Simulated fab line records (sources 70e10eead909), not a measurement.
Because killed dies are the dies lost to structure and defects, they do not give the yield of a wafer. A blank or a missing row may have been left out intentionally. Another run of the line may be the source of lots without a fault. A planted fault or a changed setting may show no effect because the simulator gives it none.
fab line records ; flow nandHarc ; part 1 of 2: steps 1 to 20 of 28
[record] lots = 5; wafers = 15; lastDay = 32
route steps=1302 shown A_STAIRCASE@724
lots that met no fault: taken from a fault-free run of the same line
startH: start of the lot's first displayed wafer, in hours after the record's first day ; waitH: hours since the lot's step before ; " repeats the value in the row above ; L1.1+2: a single row standing in for several wafers ; - no value, or no start given ; * or withheld: withheld ; < > ~ a bound
route shown NAME@n: names a module that has steps shown in the file, with the first one's number in the route ; usual: mean and standard deviation over wafers with no fault ; same: alike in all rows ; chamber/n: place in a boat ; sites: the reading at each site ; _std_site: standard deviation across them ; _edge_site: the outer-site mean with the inner-site mean subtracted ; radiusMm: how far each site lies from the wafer's centre ; mask NAME#n: copy n ; behind: the tool/chamber that last shaped the wafer ; hold: reason for holding the lot/hours on hold/outcome of the hold ; device: transistor that didn't switch, given as n, p or np ; end of line: tests run on the same wafers once the route is complete ; step lacking rows: just its recipe ; killed: count of dies lost to structure and defects at first sort (not the wafer's yield) ; map: the dies of a wafer, with x for killed, . for not killed, _ for no die there
set.NAME: the setting as run; set.NAME@STEP: as run at that earlier step ; model.NAME: the simulator's own value behind a step, which no gauge read
certain route steps with their lots: each step a table, each wafer a row
services: from which hour (startH, from the record's first day; less than 0 if before it) a tool's chamber was out of use, for how many hours, and why
[[steps]]
[step NHARC_A_STAIRCASE_HMDS_210]
[recipe] timeS = 30
lot.wafer;tool;chamber;startH;waitH
L081.1+2+5;lithoTrack-03;0;-;-
L082.1+3+6;lithoTrack-05;0;-;-
L084.3+4+6;lithoTrack-03;0;-;-
L092.1+4+6;lithoTrack-03;0;-;-
L094.1+2+5;lithoTrack-07;0;-;-
[step NHARC_A_STAIRCASE_COAT_211]
[recipe] spinRpm = 1200
lot.wafer;tool;chamber;startH;waitH
L081.1+2+5;lithoTrack-03;0;-;-
L082.1+3+6;lithoTrack-05;0;-;-
L084.3+4+6;lithoTrack-03;0;-;-
L092.1+4+6;lithoTrack-03;0;-;-
L094.1+2+5;lithoTrack-07;0;-;-
[step NHARC_A_STAIRCASE_SOFTBAKE_212]
[recipe] tempC = 135; timeS = 170
lot.wafer;tool;chamber;startH;waitH
L081.1+2+5;lithoTrack-03;0;-;-
L082.1+3+6;lithoTrack-05;0;-;-
L084.3+4+6;lithoTrack-03;0;-;-
L092.1+4+6;lithoTrack-03;0;-;-
L094.1+2+5;lithoTrack-07;0;-;-
[step NHARC_A_STAIRCASE_EBR_213]
lot.wafer;tool;chamber;startH;waitH
L081.1+2+5;lithoTrack-03;0;-;-
L082.1+3+6;lithoTrack-05;0;-;-
L084.3+4+6;lithoTrack-03;0;-;-
L092.1+4+6;lithoTrack-03;0;-;-
L094.1+2+5;lithoTrack-07;0;-;-
[step NHARC_A_STAIRCASE_EXPOSE_214]
[recipe] na = 0.5; doseMj = 31.26; maskId = STAIR_3
[usual] reticleTempC = 23.00/0.11
lot.wafer;tool;chamber;startH;waitH;mask;reticleTempC
L081.1;krfScanner-01;0;439.22;-;STAIR_3#0;22.98
L081.2;krfScanner-01;0;439.22;-;STAIR_3#0;22.97
L081.5;krfScanner-01;0;439.22;-;STAIR_3#0;22.85
L082.1;krfScanner-01;0;452.24;-;STAIR_3#0;22.96
L082.3;krfScanner-01;0;452.24;-;STAIR_3#0;23.09
L082.6;krfScanner-01;0;452.24;-;STAIR_3#0;22.98
L084.3;krfScanner-01;0;476.23;-;STAIR_3#0;23.03
L084.4;krfScanner-01;0;476.23;-;STAIR_3#0;23.17
L084.6;krfScanner-01;0;476.23;-;STAIR_3#0;23.09
L092.1;krfScanner-03;0;553.77;-;STAIR_3#0;22.97
L092.4;krfScanner-03;0;553.77;-;STAIR_3#0;23.05
L092.6;krfScanner-03;0;553.77;-;STAIR_3#0;23.13
L094.1;krfScanner-01;0;558.21;-;STAIR_3#0;23.12
L094.2;krfScanner-01;0;558.21;-;STAIR_3#0;23.11
L094.5;krfScanner-01;0;558.21;-;STAIR_3#0;23.03
[step NHARC_A_STAIRCASE_PEB_215]
[recipe] pebTempC = 115; pebTimeS = 130
lot.wafer;tool;chamber;startH;waitH
L081.1+2+5;lithoTrack-07;0;439.28;0.1
L082.1+3+6;lithoTrack-07;0;452.31;0.1
L084.3+4+6;lithoTrack-03;0;476.28;0.0
L092.1+4+6;lithoTrack-05;0;553.84;0.1
L094.1+2+5;lithoTrack-05;0;558.28;0.1
[step NHARC_A_STAIRCASE_DEVELOP_216]
[recipe] timeS = 140
lot.wafer;tool;chamber;startH;waitH
L081.1+2+5;lithoTrack-07;0;-;-
L082.1+3+6;lithoTrack-07;0;-;-
L084.3+4+6;lithoTrack-03;0;-;-
L092.1+4+6;lithoTrack-05;0;-;-
L094.1+2+5;lithoTrack-05;0;-;-
[step NHARC_A_STAIRCASE_HARDBAKE_218]
[recipe] tempC = 120; timeS = 140
lot.wafer;tool;chamber;startH;waitH
L081.1+2+5;lithoTrack-05;0;439.50;-
L082.1+3+6;lithoTrack-07;0;452.53;-
L084.3+4+6;lithoTrack-03;0;476.51;-
L092.1+4+6;lithoTrack-07;0;554.06;-
L094.1+2+5;lithoTrack-07;0;558.49;-
[step NHARC_A_STAIRCASE_DESCUM_219]
[recipe] timeS = 3; o2FlowSccm = 200; arFlowSccm = 0; biasPowerW = 0; chemistry = O2
[usual] drypumpMotorCurrentA = 5.9/0.33; oesProductAu = 0.997/0.011; rfVppV = 57.7/0.92; showerheadPlenumPTorr = 1.89/0.095; throttleValvePct = 11.311/0.01
lot.wafer;tool;chamber;startH;waitH;drypumpMotorCurrentA;oesProductAu;rfHoursCounterH;rfVppV;showerheadPlenumPTorr;throttleValvePct
L081.2;rieDiel-02;3;439.59;-;6.1;0.993;12;57.5;1.79;11.296
L081.1;rieDiel-02;1;439.59;-;5.8;1.012;9;59.2;1.83;11.315
L081.5;rieDiel-02;0;439.59;-;5.9;0.988;-;57.2;1.79;11.304
L082.1;rieDiel-06;2;454.80;-;6.2;0.984;45;57.8;1.84;11.330
L082.3;rieDiel-06;3;454.80;-;5.8;1.003;43;59.8;2.06;11.307
L082.6;rieDiel-06;2;454.80;-;6.2;0.979;-;57.8;1.84;11.305
L084.4;rieDiel-02;0;476.61;-;5.9;0.999;18;57.6;1.79;11.327
L084.3;rieDiel-02;1;476.61;-;5.8;1.000;24;58.5;1.82;11.302
L084.6;rieDiel-02;2;476.61;-;6.1;1.019;-;57.2;1.92;11.293
L092.4;rieDiel-02;2;554.15;-;6.1;1.016;48;58.3;1.91;11.294
L092.1;rieDiel-02;3;554.15;-;6.1;0.995;50;56.7;1.78;11.306
L092.6;rieDiel-02;3;554.15;-;6.1;0.986;-;57.5;1.78;11.299
L094.2;rieDiel-02;0;558.59;-;5.9;0.998;40;58.0;1.78;11.317
L094.1;rieDiel-02;3;558.59;-;6.1;0.983;51;55.7;1.78;11.305
L094.5;rieDiel-02;0;558.59;-;5.9;0.994;-;56.7;1.78;11.319
[step NHARC_A_STAIRCASE_TRIM_220]
[recipe] timeS = 211.2; o2FlowSccm = 500; arFlowSccm = 0; biasW = 0; chemistry = O2
[usual] drypumpMotorCurrentA = 5.9/0.32; oesProductAu = 0.999/0.011; rfVppV = 57.7/0.9; showerheadPlenumPTorr = 3.48/0.17; throttleValvePct = 17.036/0.0093
lot.wafer;tool;chamber;startH;waitH;drypumpMotorCurrentA;oesProductAu;rfHoursCounterH;rfVppV;showerheadPlenumPTorr;throttleValvePct
L081.2;rieDiel-02;1;439.69;0.1;5.8;1.009;9;57.4;3.38;17.039
L081.1;rieDiel-02;2;439.69;0.1;6.1;1.011;11;57.1;3.55;17.035
L081.5;rieDiel-02;0;439.69;0.1;5.9;0.993;-;58.1;3.32;17.042
L082.3;rieDiel-06;0;454.97;0.2;5.2;0.990;42;58.2;3.52;17.035
L082.1;rieDiel-06;1;454.97;0.2;6.0;1.007;26;57.8;3.63;17.040
L082.6;rieDiel-06;0;454.97;0.2;5.2;0.983;-;58.7;3.52;17.037
L084.3;rieDiel-02;1;476.69;0.1;5.8;0.994;24;56.2;3.37;17.016
L084.4;rieDiel-02;2;476.69;0.1;6.1;1.013;24;58.0;3.54;17.056
L084.6;rieDiel-02;0;476.69;0.1;5.9;1.003;-;56.6;3.32;17.026
L092.4;rieDiel-02;0;554.25;0.1;6.0;1.002;38;57.5;3.31;17.027
L092.1;rieDiel-02;1;554.25;0.1;5.8;1.006;44;57.2;3.36;17.031
L092.6;rieDiel-02;0;554.25;0.1;6.0;1.001;-;58.6;3.31;17.039
L094.2;rieDiel-02;1;558.67;0.1;5.8;1.008;45;58.2;3.36;17.040
L094.1;rieDiel-02;0;558.67;0.1;5.9;1.001;40;56.6;3.31;17.042
L094.5;rieDiel-02;1;558.67;0.1;5.8;1.006;-;58.3;3.36;17.032
[step NHARC_A_STAIRCASE_ETCH_221]
[recipe] targetDepthA = 1000; timeS = 40.5; ionEnergyEv = 400; c4f8FlowSccm = 20; o2FlowSccm = 10; arFlowSccm = withheld; rfW = 600; biasW = 1000; chemistry = C4F8/O2
[usual] oesProductAu = 0.940/0.016; rfVppV = 895/6.1
lot.wafer;tool;chamber;startH;waitH;oesProductAu;rfHoursCounterH;rfVppV
L081.2;rieDiel-02;2;-;-;0.948;11;897
L081.1;rieDiel-02;3;-;-;0.920;12;889
L081.5;rieDiel-02;1;-;-;0.938;-;890
L082.3;rieDiel-06;1;-;-;0.935;26;899
L082.1;rieDiel-06;2;-;-;0.916;45;891
L082.6;rieDiel-06;0;-;-;0.923;-;896
L084.3;rieDiel-02;0;-;-;0.924;18;889
L084.4;rieDiel-02;2;-;-;0.925;24;896
L084.6;rieDiel-02;1;-;-;0.917;-;891
L092.4;rieDiel-02;1;-;-;0.931;44;890
L092.1;rieDiel-02;2;-;-;0.922;48;896
L092.6;rieDiel-02;0;-;-;0.922;-;888
L094.2;rieDiel-02;2;-;-;0.956;49;897
L094.1;rieDiel-02;0;-;-;0.955;40;888
L094.5;rieDiel-02;1;-;-;0.945;-;891
[step NHARC_A_STAIRCASE_TRIM_222]
[recipe] timeS = 211.2; o2FlowSccm = 500; arFlowSccm = 0; biasW = 0; chemistry = O2
[usual] drypumpMotorCurrentA = 5.9/0.34; oesProductAu = 0.999/0.011; rfVppV = 57.6/0.86; showerheadPlenumPTorr = 3.48/0.16; throttleValvePct = 17.037/0.0098
lot.wafer;tool;chamber;startH;waitH;drypumpMotorCurrentA;oesProductAu;rfHoursCounterH;rfVppV;showerheadPlenumPTorr;throttleValvePct
L081.2;rieDiel-02;2;-;-;6.1;1.017;11;57.0;3.55;17.033
L081.1;rieDiel-02;0;-;-;5.9;0.997;10;57.8;3.32;17.062
L081.5;rieDiel-02;2;-;-;6.1;0.999;-;57.7;3.55;17.031
L082.3;rieDiel-06;1;-;-;6.0;0.995;26;57.1;3.63;17.054
L082.1;rieDiel-06;3;-;-;5.8;1.005;43;57.4;3.78;17.053
L082.6;rieDiel-06;0;-;-;5.2;0.988;-;57.4;3.52;17.018
L084.3;rieDiel-02;1;-;-;5.8;0.998;24;56.1;3.37;17.053
L084.4;rieDiel-02;2;-;-;6.1;1.013;24;58.1;3.54;17.035
L084.6;rieDiel-02;1;-;-;5.8;1.004;-;57.6;3.37;17.043
L092.1;rieDiel-02;3;-;-;6.1;0.991;50;56.8;3.30;17.043
L092.4;rieDiel-02;2;-;-;6.1;1.013;48;57.4;3.53;17.015
L092.6;rieDiel-02;0;-;-;5.9;0.998;-;57.7;3.31;17.042
L094.2;rieDiel-02;1;-;-;5.8;1.010;45;58.5;3.36;17.033
L094.1;rieDiel-02;2;-;-;6.1;1.010;49;57.2;3.53;17.041
L094.5;rieDiel-02;1;-;-;5.8;1.005;-;57.3;3.36;17.021
[step NHARC_A_STAIRCASE_ETCH_223]
[recipe] targetDepthA = 1000; timeS = 40.5; ionEnergyEv = 400; c4f8FlowSccm = 20; o2FlowSccm = 10; arFlowSccm = withheld; rfW = 600; biasW = 1000; chemistry = C4F8/O2
[usual] oesProductAu = 0.942/0.014; rfVppV = 894/6.1
lot.wafer;tool;chamber;startH;waitH;oesProductAu;rfHoursCounterH;rfVppV
L081.2;rieDiel-02;3;-;-;0.929;12;889
L081.1;rieDiel-02;2;-;-;0.946;11;896
L081.5;rieDiel-02;0;-;-;0.934;-;887
L082.3;rieDiel-06;3;-;-;0.931;43;905
L082.1;rieDiel-06;2;-;-;0.924;45;891
L082.6;rieDiel-06;0;-;-;0.935;-;896
L084.4;rieDiel-02;1;-;-;0.943;24;889
L084.3;rieDiel-02;0;-;-;0.942;18;887
L084.6;rieDiel-02;2;-;-;0.942;-;896
L092.4;rieDiel-02;1;-;-;0.945;44;889
L092.1;rieDiel-02;3;-;-;0.924;50;888
L092.6;rieDiel-02;1;-;-;0.930;-;890
L094.1;rieDiel-02;3;-;-;0.947;51;887
L094.2;rieDiel-02;2;-;-;0.970;49;896
L094.5;rieDiel-02;3;-;-;0.946;-;889
[step NHARC_A_STAIRCASE_TRIM_224]
[recipe] timeS = 211.2; o2FlowSccm = 500; arFlowSccm = 0; biasW = 0; chemistry = O2
[usual] drypumpMotorCurrentA = 5.9/0.34; oesProductAu = 1.000/0.011; rfVppV = 57.7/0.89; showerheadPlenumPTorr = 3.50/0.17; throttleValvePct = 17.037/0.0093
lot.wafer;tool;chamber;startH;waitH;drypumpMotorCurrentA;oesProductAu;rfHoursCounterH;rfVppV;showerheadPlenumPTorr;throttleValvePct
L081.2;rieDiel-02;3;-;-;6.1;0.984;12;57.0;3.32;17.049
L081.1;rieDiel-02;0;-;-;6.0;0.986;10;58.1;3.32;17.033
L081.5;rieDiel-02;0;-;-;5.9;0.988;-;57.0;3.32;17.031
L082.1;rieDiel-06;0;-;-;5.2;0.995;43;57.6;3.52;17.035
L082.3;rieDiel-06;1;-;-;6.0;1.000;26;58.6;3.63;17.043
L082.6;rieDiel-06;1;-;-;6.0;1.002;-;57.9;3.63;17.009
L084.3;rieDiel-02;3;-;-;6.2;0.986;25;56.9;3.32;17.036
L084.4;rieDiel-02;0;-;-;5.9;0.998;18;56.6;3.32;17.041
L084.6;rieDiel-02;3;-;-;6.1;0.996;-;57.4;3.32;17.031
L092.4;rieDiel-02;3;-;-;6.1;0.983;50;57.9;3.30;17.042
L092.1;rieDiel-02;1;-;-;5.8;1.004;44;58.6;3.36;17.039
L092.6;rieDiel-02;2;-;-;6.1;1.011;-;57.9;3.53;17.031
L094.1;rieDiel-02;2;-;-;6.1;1.006;49;58.4;3.53;17.061
L094.2;rieDiel-02;3;-;-;6.1;0.992;51;57.5;3.30;17.046
L094.5;rieDiel-02;2;-;-;6.1;1.007;-;56.9;3.53;17.034
[step NHARC_A_STAIRCASE_ETCH_225]
[recipe] targetDepthA = 1000; timeS = 40.5; ionEnergyEv = 400; c4f8FlowSccm = 20; o2FlowSccm = 10; arFlowSccm = withheld; rfW = 600; biasW = 1000; chemistry = C4F8/O2
[usual] oesProductAu = 0.940/0.012; rfVppV = 895/6.2
lot.wafer;tool;chamber;startH;waitH;oesProductAu;rfHoursCounterH;rfVppV
L081.2;rieDiel-02;1;-;-;0.953;9;890
L081.1;rieDiel-02;2;-;-;0.947;11;897
L081.5;rieDiel-02;0;-;-;0.935;-;889
L082.3;rieDiel-06;3;-;-;0.939;44;906
L082.1;rieDiel-06;0;-;-;0.922;44;896
L082.6;rieDiel-06;2;-;-;0.915;-;892
L084.3;rieDiel-02;2;-;-;0.949;24;895
L084.4;rieDiel-02;3;-;-;0.930;25;887
L084.6;rieDiel-02;1;-;-;0.944;-;890
L092.4;rieDiel-02;1;-;-;0.949;44;891
L092.1;rieDiel-02;3;-;-;0.928;50;889
L092.6;rieDiel-02;0;-;-;0.939;-;887
L094.2;rieDiel-02;1;-;-;0.963;45;890
L094.1;rieDiel-02;0;-;-;0.946;40;888
L094.5;rieDiel-02;2;-;-;0.956;-;897
[step NHARC_A_STAIRCASE_TRIM_226]
[recipe] timeS = 211.2; o2FlowSccm = 500; arFlowSccm = 0; biasW = 0; chemistry = O2
[usual] drypumpMotorCurrentA = 5.9/0.34; oesProductAu = 0.999/0.011; rfVppV = 57.7/0.95; showerheadPlenumPTorr = 3.49/0.17; throttleValvePct = 17.036/0.0085
lot.wafer;tool;chamber;startH;waitH;drypumpMotorCurrentA;oesProductAu;rfHoursCounterH;rfVppV;showerheadPlenumPTorr;throttleValvePct
L081.1;rieDiel-02;3;-;-;6.1;0.992;12;57.2;3.32;17.052
L081.2;rieDiel-02;2;-;-;6.1;1.003;11;58.4;3.55;17.031
L081.5;rieDiel-02;0;-;-;5.9;0.996;-;56.5;3.32;17.035
L082.1;rieDiel-06;0;-;-;5.2;0.998;44;56.9;3.52;17.034
L082.3;rieDiel-06;3;-;-;5.8;0.992;44;59.4;3.78;17.036
L082.6;rieDiel-06;0;-;-;5.2;0.987;-;56.7;3.52;17.029
L084.3;rieDiel-02;1;-;-;5.8;1.004;24;57.1;3.37;17.036
L084.4;rieDiel-02;2;-;-;6.1;1.008;24;58.7;3.54;17.025
L084.6;rieDiel-02;1;-;-;5.8;1.010;-;57.1;3.37;17.044
L092.4;rieDiel-02;0;-;-;5.9;0.997;39;56.7;3.31;17.044
L092.1;rieDiel-02;1;-;-;5.8;0.992;44;58.1;3.36;17.023
L092.6;rieDiel-02;0;-;-;6.0;0.991;-;57.5;3.31;17.046
L094.2;rieDiel-02;0;-;-;6.0;1.003;40;57.7;3.31;17.035
L094.1;rieDiel-02;1;-;-;5.8;1.014;45;56.7;3.36;17.043
L094.5;rieDiel-02;0;-;-;5.9;1.005;-;56.8;3.31;17.039
[step NHARC_A_STAIRCASE_ETCH_227]
[recipe] targetDepthA = 1000; timeS = 40.5; ionEnergyEv = 400; c4f8FlowSccm = 20; o2FlowSccm = 10; arFlowSccm = withheld; rfW = 600; biasW = 1000; chemistry = C4F8/O2
[usual] oesProductAu = 0.942/0.013; rfVppV = 894/6
lot.wafer;tool;chamber;startH;waitH;oesProductAu;rfHoursCounterH;rfVppV
L081.1;rieDiel-02;0;-;-;0.932;11;888
L081.2;rieDiel-02;1;-;-;0.956;9;890
L081.5;rieDiel-02;0;-;-;0.934;-;889
L082.1;rieDiel-06;3;-;-;0.947;44;904
L082.3;rieDiel-06;2;-;-;0.923;46;891
L082.6;rieDiel-06;0;-;-;0.921;-;895
L084.3;rieDiel-02;1;-;-;0.943;24;891
L084.4;rieDiel-02;3;-;-;0.942;25;888
L084.6;rieDiel-02;0;-;-;0.940;-;888
L092.1;rieDiel-02;3;-;-;0.937;50;888
L092.4;rieDiel-02;0;-;-;0.943;39;887
L092.6;rieDiel-02;2;-;-;0.944;-;894
L094.2;rieDiel-02;2;-;-;0.961;49;896
L094.1;rieDiel-02;1;-;-;0.959;45;888
L094.5;rieDiel-02;3;-;-;0.934;-;889
[step NHARC_A_STAIRCASE_TRIM_229]
[recipe] timeS = 211.2; o2FlowSccm = 500; arFlowSccm = 0; biasW = 0; chemistry = O2
[usual] drypumpMotorCurrentA = 5.92/0.28; oesProductAu = 0.999/0.0097; rfVppV = 57.6/0.89; showerheadPlenumPTorr = 3.44/0.15; throttleValvePct = 17.036/0.0091
lot.wafer;tool;chamber;startH;waitH;drypumpMotorCurrentA;oesProductAu;rfHoursCounterH;rfVppV;showerheadPlenumPTorr;throttleValvePct
L081.1;rieDiel-06;3;440.70;0.1;5.78;0.988;36;58.5;3.79;17.029
L081.2;rieDiel-06;2;440.70;0.1;6.22;0.979;36;58.2;3.40;17.039
L081.5;rieDiel-06;3;440.70;0.1;5.78;0.999;-;59.1;3.79;17.042
L082.3;rieDiel-06;2;456.90;0.1;6.22;0.987;46;56.5;3.40;17.046
L082.1;rieDiel-06;0;456.90;0.1;5.21;0.984;44;56.6;3.52;17.056
L082.6;rieDiel-06;1;456.90;0.1;6.05;1.009;-;58.0;3.63;17.024
L084.3;rieDiel-06;2;477.70;0.1;6.22;0.983;54;57.7;3.39;17.048
L084.4;rieDiel-06;0;477.70;0.1;5.11;0.982;50;58.3;3.52;17.023
L084.6;rieDiel-06;3;477.70;0.1;5.79;1.004;-;58.9;3.78;17.020
L092.4;rieDiel-02;0;555.39;0.1;5.97;0.993;39;57.0;3.31;17.048
L092.1;rieDiel-02;2;555.39;0.1;6.08;1.005;48;58.4;3.53;17.050
L092.6;rieDiel-02;3;555.39;0.1;6.12;0.987;-;57.7;3.30;17.041
L094.2;rieDiel-06;0;559.71;0.1;5.15;0.987;16;57.2;3.51;17.053
L094.1;rieDiel-06;1;559.71;0.1;6.02;1.009;21;58.1;3.61;17.036
L094.5;rieDiel-06;1;559.71;0.1;6.04;1.017;-;59.6;3.61;17.018
[step NHARC_A_STAIRCASE_ETCH_230]
[recipe] targetDepthA = 1000; timeS = 40.5; ionEnergyEv = 400; c4f8FlowSccm = 20; o2FlowSccm = 10; arFlowSccm = withheld; rfW = 600; biasW = 1000; chemistry = C4F8/O2
[usual] oesProductAu = 0.943/0.02; rfVppV = 893/5.6
lot.wafer;tool;chamber;startH;waitH;oesProductAu;rfHoursCounterH;rfVppV
L081.2;rieDiel-06;2;-;-;0.914;36;891
L081.1;rieDiel-06;3;-;-;0.936;36;905
L081.5;rieDiel-06;1;-;-;0.933;-;899
L082.3;rieDiel-06;3;-;-;0.940;44;906
L082.1;rieDiel-06;0;-;-;0.928;44;896
L082.6;rieDiel-06;2;-;-;0.923;-;891
L084.3;rieDiel-06;1;-;-;0.986;34;900
L084.4;rieDiel-06;3;-;-;0.955;52;905
L084.6;rieDiel-06;1;-;-;0.988;-;899
L092.4;rieDiel-02;0;-;-;0.931;39;887
L092.1;rieDiel-02;3;-;-;0.929;50;888
L092.6;rieDiel-02;1;-;-;0.946;-;890
L094.1;rieDiel-06;2;-;-;0.966;25;890
L094.2;rieDiel-06;3;-;-;0.965;24;904
L094.5;rieDiel-06;2;-;-;0.958;-;892
[step NHARC_A_STAIRCASE_TRIM_231]
[recipe] timeS = 211.2; o2FlowSccm = 500; arFlowSccm = 0; biasW = 0; chemistry = O2
[usual] drypumpMotorCurrentA = 5.95/0.27; oesProductAu = 0.999/0.01; rfVppV = 57.6/0.97; showerheadPlenumPTorr = 3.44/0.16; throttleValvePct = 17.036/0.0087
lot.wafer;tool;chamber;startH;waitH;drypumpMotorCurrentA;oesProductAu;rfHoursCounterH;rfVppV;showerheadPlenumPTorr;throttleValvePct
L081.2;rieDiel-06;0;-;-;5.19;0.980;37;58.0;3.53;17.042
L081.1;rieDiel-06;1;-;-;6.02;1.009;19;59.0;3.63;17.038
L081.5;rieDiel-06;3;-;-;5.78;1.007;-;58.0;3.79;17.024
L082.3;rieDiel-06;0;-;-;5.17;1.008;44;58.7;3.52;17.051
L082.1;rieDiel-06;1;-;-;6.03;1.018;27;57.8;3.63;17.050
L082.6;rieDiel-06;3;-;-;5.77;1.017;-;58.5;3.78;17.026
L084.3;rieDiel-06;1;-;-;6.08;1.005;34;59.1;3.63;17.037
L084.4;rieDiel-06;2;-;-;6.21;0.984;54;56.7;3.39;17.043
L084.6;rieDiel-06;1;-;-;6.06;1.009;-;59.0;3.62;17.032
L092.4;rieDiel-02;1;-;-;5.83;0.997;44;57.4;3.36;17.030
L092.1;rieDiel-02;0;-;-;5.97;0.993;39;58.4;3.31;17.025
L092.6;rieDiel-02;2;-;-;6.10;1.009;-;57.9;3.53;17.036
L094.2;rieDiel-06;3;-;-;5.78;1.003;24;59.9;3.76;17.048
L094.1;rieDiel-06;1;-;-;6.01;1.014;21;58.8;3.61;17.032
L094.5;rieDiel-06;0;-;-;5.14;0.996;-;58.2;3.51;17.033
